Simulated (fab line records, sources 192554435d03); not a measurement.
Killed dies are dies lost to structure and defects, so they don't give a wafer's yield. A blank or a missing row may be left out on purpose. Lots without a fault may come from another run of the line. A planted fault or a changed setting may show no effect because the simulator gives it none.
fab line records | flow n5_finfet
record lots=4 wafers=12 last_day=14
route steps=1938 shown BEOL_M6@1200 PASSIVATION@1936
lots that met no fault: from a run of the same line without faults
start_h: hours from the record's first day to the start of the lot's first wafer shown | wait_h: hours since the lot's step before | " the same as in the row above | L1.1+2: a row that stands for several wafers | - no value, or no start given | * or withheld: withheld | < > ~ a bound
route shown NAME@n: a module of which the file shows steps, and the number in the route of the first | usual: mean/standard deviation of fault-free wafers | same: alike in all rows | chamber/n: place in a boat | sites: the reading at each site | _std_site: their standard deviation | _edge_site: outer sites' mean less inner sites' | radius_mm: how far each site lies from the wafer's centre | mask NAME#n: copy n | behind: the tool/chamber that last shaped the wafer | hold: why the lot was held/for how many hours/how that ended | device: the transistor (n, p or np) that didn't switch | end of line: the same wafers' tests at the end of the route | a step without rows: its recipe alone | killed: dies lost to structure and defects at the first sort, not the wafer's yield | map: a wafer's dies, x killed, . not, _ none there
set.NAME: the setting as run; set.NAME@STEP: as run at that earlier step | model.NAME: the simulator's own value behind a step, which no gauge read
lots at some steps of the route; a table a step, a row a wafer
services: from which hour (start_h, from the record's first day; less than 0 if before it) a tool's chamber was out of use, for how many hours, and why
## steps
# step N5_BEOL_M6_COAT_60
# recipe resist=SiARC temp_c=220 time_s=60 spin_rpm=1500 resist_thk_nm=35
# step N5_BEOL_M6_COAT_05
# recipe resist=CAR-ArF spin_rpm=1500 resist_thk_nm=90
# step N5_BEOL_M6_EBR_07
# recipe solvent=PGMEA ebr_width_mm=1.5
# step N5_BEOL_M6_SOFTBAKE_06
# recipe temp_c=110 time_s=60 resist=CAR-ArF
# step N5_BEOL_M6_EXPOSE_08
# recipe mask_id=M6 na=1.35 source_shape=dipole sigma_inner=0.817 sigma_outer=0.97 polarization=te dose_mj=68.25
# step N5_BEOL_M6_PEB_09
# recipe peb_temp_c=withheld peb_time_s=60 resist=CAR-ArF
# step N5_BEOL_M6_DEVELOP_10
# recipe develop_time_s=30 developer=TMAH resist=CAR-ArF rinse_liquid=diw dry=air_spin dev_temp_c=23
# step N5_BEOL_M6_DESCUM_16
# recipe chemistry=O2 time_s=7.9 source_power_w=50 bias_power_w=20 pressure_mtorr=20 rf_frequency_hz=2.712e+07 temp_c=40 resist=CAR-ArF o2_flow_sccm=225
# step N5_BEOL_M6_ETCH_61
# recipe chemistry=CF4 target=SiARC target_depth_a=455 mask_material=CAR-ArF time_s=75.8 ion_energy_ev=80 pressure_mtorr=40 source_w=545 bias_w=36 Ar_flow_sccm=100 cf4_flow_sccm=100 ends=cleared
# step N5_BEOL_M6_ETCH_62
# recipe chemistry=N2/H2 target=SOC target_depth_a=1100 overetch_a=220 mask_material=SiARC temp_c=40 time_s=165 ion_energy_ev=200 pressure_mtorr=30 source_w=840 bias_w=150 n2_flow_sccm=200 h2_flow_sccm=200
# usual drypump_motor_current_A=5.6/0.54 oes_product_au=0.69/0.063 rf_vpp_V=524.4/2.2 showerhead_plenum_p_Torr=2.56/0.077 throttle_valve_pct=17.79/0.22
# columns lot.wafer tool chamber start_h wait_h drypump_motor_current_A oes_product_au rf_hours_counter_h rf_vpp_V showerhead_plenum_p_Torr throttle_valve_pct
L134.2 rie_diel-02 1 203.69 0.0 6.7 0.77 35 523.0 2.49 17.68
L134.4 " 3 " " 5.9 0.73 51 528.3 2.70 17.61
L134.6 " 3 " " 5.9 0.74 - 527.7 2.70 17.60
L139.3 rie_diel-06 0 243.86 0.0 5.8 0.59 231 523.2 2.51 17.88
L139.5 " 0 " " 5.8 0.59 - 521.2 2.51 17.90
L139.6 " 2 " " 6.1 0.70 - 522.0 2.47 17.79
L141.1 rie_diel-02 2 251.07 0.0 5.0 0.65 122 524.4 2.56 18.09
L141.5 " 3 " " 5.9 0.73 - 527.8 2.69 17.64
L141.6 " 0 " " 5.0 0.78 - 528.0 2.71 17.65
L143.1 rie_diel-02 2 257.65 0.0 5.0 0.65 124 524.4 2.56 18.07
L143.4 " 3 " " 5.9 0.73 61 528.6 2.69 17.64
L143.5 " 0 " " 5.0 0.77 - 529.1 2.71 17.67
# step N5_BEOL_M6_STRIP_68
# recipe chemistry=N2/H2 temp_c=40 n2_flow_sccm=200 h2_flow_sccm=200 rf_frequency_hz=6e+07
# step N5_BEOL_M6_STRIP_67
# recipe chemistry=CF4 resist=SiARC power_w=300 bias_power_w=75 pressure_mtorr=50 cf4_flow_sccm=150 rf_frequency_hz=6e+07
# step N5_BEOL_M6_HM_OPEN_17
# recipe chemistry=Cl2/BCl3 target_depth_a=200 overetch_a=60 target=TiN mask_material=SOC ion_energy_ev=150 pressure_mtorr=10 icp_w=1000 bias_w=126 Cl2_flow_sccm=53.25 bcl3_flow_sccm=21.75 Ar_flow_sccm=25
# step N5_BEOL_M6_STRIP_19
# recipe chemistry=O2 power_w=400 temp_c=40 pressure_mtorr=30 rf_frequency_hz=6e+07 bias_power_w=0 overash_fraction=0.2 o2_flow_sccm=225
# step N5_BEOL_M6_COAT_63
# recipe resist=SOC temp_c=250 time_s=60 spin_rpm=1500 resist_thk_nm=60
# step N5_BEOL_M6_COAT_64
# recipe resist=SiARC temp_c=220 time_s=60 spin_rpm=1500 resist_thk_nm=12
# step N5_BEOL_M6_COAT_71
# recipe resist=underlayer temp_c=205 time_s=60 spin_rpm=1500 resist_thk_nm=5
# step N5_BEOL_M6_COAT_22
# recipe resist=CAR-EUV spin_rpm=1500 resist_thk_nm=30
# step N5_BEOL_M6_EBR_24
# recipe solvent=PGMEA ebr_width_mm=1.5
# step N5_BEOL_M6_SOFTBAKE_23
# recipe temp_c=110 time_s=60 resist=CAR-EUV
# step N5_BEOL_M6_EXPOSE_25
# recipe mask_id=V5 na=0.33 source_shape=annular sigma_inner=0.4 sigma_outer=0.8 polarization=unpolarized target_cd_nm=40 dose_mj=45
# step N5_BEOL_M6_PEB_26
# recipe peb_temp_c=100 peb_time_s=60 resist=CAR-EUV
# step N5_BEOL_M6_DEVELOP_27
# recipe develop_time_s=30 developer=TMAH resist=CAR-EUV rinse_liquid=surfactant_rinse dry=air_spin dev_temp_c=23
# step N5_BEOL_M6_DESCUM_33
# recipe chemistry=O2 time_s=7 source_power_w=50 bias_power_w=20 pressure_mtorr=20 rf_frequency_hz=2.712e+07 temp_c=40 resist=CAR-EUV o2_flow_sccm=225
# step N5_BEOL_M6_ETCH_72
# recipe chemistry=N2/H2 target=underlayer target_depth_a=65 mask_material=CAR-EUV time_s=5.2 ion_energy_ev=200 pressure_mtorr=30 source_w=840 bias_w=150 n2_flow_sccm=200 h2_flow_sccm=200 ends=cleared
# step N5_BEOL_M6_ETCH_65
# recipe chemistry=CF4 target=SiARC target_depth_a=156 mask_material=CAR-EUV time_s=26 ion_energy_ev=80 pressure_mtorr=40 source_w=545 bias_w=36 Ar_flow_sccm=100 cf4_flow_sccm=100 ends=cleared
# step N5_BEOL_M6_ETCH_66
# recipe chemistry=N2/H2 target=SOC target_depth_a=800 overetch_a=160 mask_material=SiARC temp_c=40 time_s=120 ion_energy_ev=200 pressure_mtorr=30 source_w=840 bias_w=150 n2_flow_sccm=200 h2_flow_sccm=200
# step N5_BEOL_M6_STRIP_69
# recipe chemistry=N2/H2 temp_c=40 n2_flow_sccm=200 h2_flow_sccm=200 rf_frequency_hz=6e+07
# step N5_BEOL_M6_STRIP_73
# recipe chemistry=N2/H2 temp_c=40 n2_flow_sccm=200 h2_flow_sccm=200 rf_frequency_hz=6e+07
# step N5_BEOL_M6_VIA_ETCH_34
# recipe chemistry=C4F6/O2 target=SiCOH_lowk target_depth_a=1263 mask_material=SOC taper_deg=4 time_s=50.9 ion_energy_ev=250 pressure_mtorr=30 source_w=345 bias_w=185 Ar_flow_sccm=300 C4F6_flow_sccm=10 O2_flow_sccm=10
# step N5_BEOL_M6_STRIP_76
# recipe chemistry=C4F6/O2 resist=SiARC rf_frequency_hz=6e+07
# step N5_BEOL_M6_STRIP_36
# recipe chemistry=N2/H2 power_w=450 temp_c=40 pressure_mtorr=20 rf_frequency_hz=6e+07 overash_fraction=0.3 bias_power_w=7 h2_frac=0.5 n2_flow_sccm=200 h2_flow_sccm=200
# step N5_BEOL_M6_TRENCH_ETCH_37
# recipe chemistry=C4F6/O2 target_depth_a=944.35 target=SiCOH_lowk time_s=31.5 ion_energy_ev=250 pressure_mtorr=30 source_w=345 bias_w=185 Ar_flow_sccm=300 C4F6_flow_sccm=10 O2_flow_sccm=10
# step N5_BEOL_M6_ETCH_41
# recipe chemistry=CH3F/O2 target=SiCN target_depth_a=297 taper_deg=2 time_s=52 ion_energy_ev=120 mask_material=TiN pressure_mtorr=30 source_w=395 bias_w=75 Ar_flow_sccm=150 CH3F_flow_sccm=30 O2_flow_sccm=20
# step N5_BEOL_M6_STRIP_80
# recipe chemistry=N2/H2 time_s=10 power_w=450 temp_c=40 pressure_mtorr=20 rf_frequency_hz=6e+07 bias_power_w=7 n2_flow_sccm=200 h2_flow_sccm=200
# step N5_PASSIVATION_PROBE_49
# usual defect_limited_yield=91.3/1.3 killed_at_M0_to_M3=33/8.9 killed_at_M4_up=15/5.4 killed_at_contacts=13/5.8 killed_at_front_end=39/9.9 killed_at_other=3.2/2.9 killed_dies=102/15 killed_open=68/12 killed_short=34/7.6 sort_bin_5_function=5.1/0.89 sort_bin_6_memory=3.2/0.63 sort_n_pass=1078/15 sort_yield_pct=91.3/1.3
# same gross_dies=1180 killed_at_back_side=0 sort_bin_4_leakage[%]=0 sort_bin_8_speed[%]=0
# columns lot.wafer tool chamber start_h wait_h defect_limited_yield[%] killed_at_M0_to_M3 killed_at_M4_up killed_at_contacts killed_at_front_end killed_at_other killed_dies killed_open killed_short sort_bin_5_function[%] sort_bin_6_memory[%] sort_n_pass sort_yield_pct[%]
L141.5 prober-01 - 336.85 0.2 87.4 25 82 5 28 9 149 50 34 8.1 3.3 1031 87.4
L143.4 prober-02 - 345.41 0.2 85.1 28 84 5 57 2 176 54 50 9.5 4.2 1004 85.1
# killed by level:class
L141.5 BEOL_M6:unspecified=64 FIN_SAQP:geometric_particle:short=8 BEOL_M4:geometric_particle:open=6 FIN_SAQP:geometric_particle:open=5 MOL_CONTACT_COAG:geometric_particle:open=5 BEOL_M1:geometric_particle:open=5 BEOL_M5:geometric_particle:open=5 BEOL_M2:geometric_particle:open=4
L143.4 BEOL_M6:unspecified=71 FIN_SAQP:geometric_particle:short=23 STI_FIN_REVEAL:geometric_particle:open=11 FIN_SAQP:geometric_particle:open=8 BEOL_M2:geometric_particle:open=8 BEOL_M5:geometric_particle:short=6 BEOL_M0_SAQP:geometric_particle:short=4 BEOL_M0_SAQP:geometric_particle:open=4
# map L141.5 (x killed, . not)
_________________............________________
______________.............x...._____________
___________x.............x.........__________
__________.........................._________
________.............x..xx...........x_______
_______.x.x...x............xx.x.......x______
______.x...............x.............x.._____
_____....................................____
____................................x.....___
___........x.....x.........................__
___.................x...x....x.............__
__.......x...........x......................_
__..............x..................x..x....x_
_..x.............x...................xxxxx.xx
_...x..........x...................x..xxxxxxx
_...........................x.x...x.xxxxxxxxx
_................x..........x.......xxxxxxxxx
_................xx.................xx.xxxxxx
_.........x...x.........x............x.xxxxxx
_.....x..................x.........x.x.xxxxxx
_....................x..x.x......xx.xx.xxxxx.
__.x...x.........x...........x.......x....x._
__..x.........x......x..................x..._
___.......x..........x.......x.............__
___.................x.x........x........x..__
____......x.........x.............x.......___
_____......x...x............xx...........____
______.x...........................x...._____
_______..x.............................______
________..........x..................._______
__________......x...............xx.._________
___________...........x..x......x..__________
______________....x..........x.._____________
_________________............________________
# map L143.4 (x killed, . not)
_________________..x.........________________
______________...........x..x..x_____________
___________........................__________
__________....x........x.....x......_________
________................x..x.........._______
_______...................x.x..x......x______
______...........x.x....x....xx..x....x._____
_____....x............x..................____
____.........x...x....x.............x.....___
___.....x.................x...........xx..x__
___............x......x.............x.xx...__
__...x..x.................x...........x.x.x._
__.....................x..........x........x_
_..x....x..............................xxxxxx
_.x..............x...........x.......x.xxxxxx
_......................x......x..x..xxxxxxxxx
_..........x.................x......xxxxxxxxx
_........x................xx........xxxxxxxxx
_....................x.x......x....xxxxxxxxxx
_............................x......xxxxxxxxx
_....................................x.xxxxxx
__...x.......................x....xx...xxx.x_
__..............................x.......x..._
___...........x.......x....x....x..........__
___...........xx.........x.................__
____................x.........x........x..___
_____....................x....xx......xx.____
______x.......x.......x...x..........xx._____
_______.......x...x....................______
________x..x..x........x....x........._______
__________.....xx.........x..x......_________
___________..x.x..........x.x......__________
______________.................._____________
_________________....xx......________________
## services
# columns tool chamber start_h hours kind
rie_diel-02 3 196.56 2.4 repair
rie_diel-02 - 217.41 0.9 repair
rie_diel-02 - 221.67 28.1 pm
rie_diel-06 3 240.20 - clean
rie_diel-06 3 240.20 - consumable_replace:focus_ring
rie_diel-06 3 240.20 19.6 scheduled_down
rie_diel-06 3 240.20 19.6 vent_cycle
## key
first_sign step=N5_PASSIVATION_PROBE_49 reading=killed_at_M4_up direction=up sigmas=13 usual=15 struck=83
effect step=N5_PASSIVATION_PROBE_49 reading=defect_limited_yield direction=down sigmas=4 usual=91.3 struck=86.2
more_kills_born_at N5_BEOL_M6_ETCH_62@rie_diel-02=135
met_at N5_BEOL_M6_ETCH_62
struck_wafers L141.5,L143.4
onset_between 203.69 251.07
fault kind=chamber_particle_source tool=rie_diel-02 chamber=3 onset_h=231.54 steps=N5_BEOL_M6_ETCH_62 rate_per_visit_cm2=0.41201 end_h=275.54
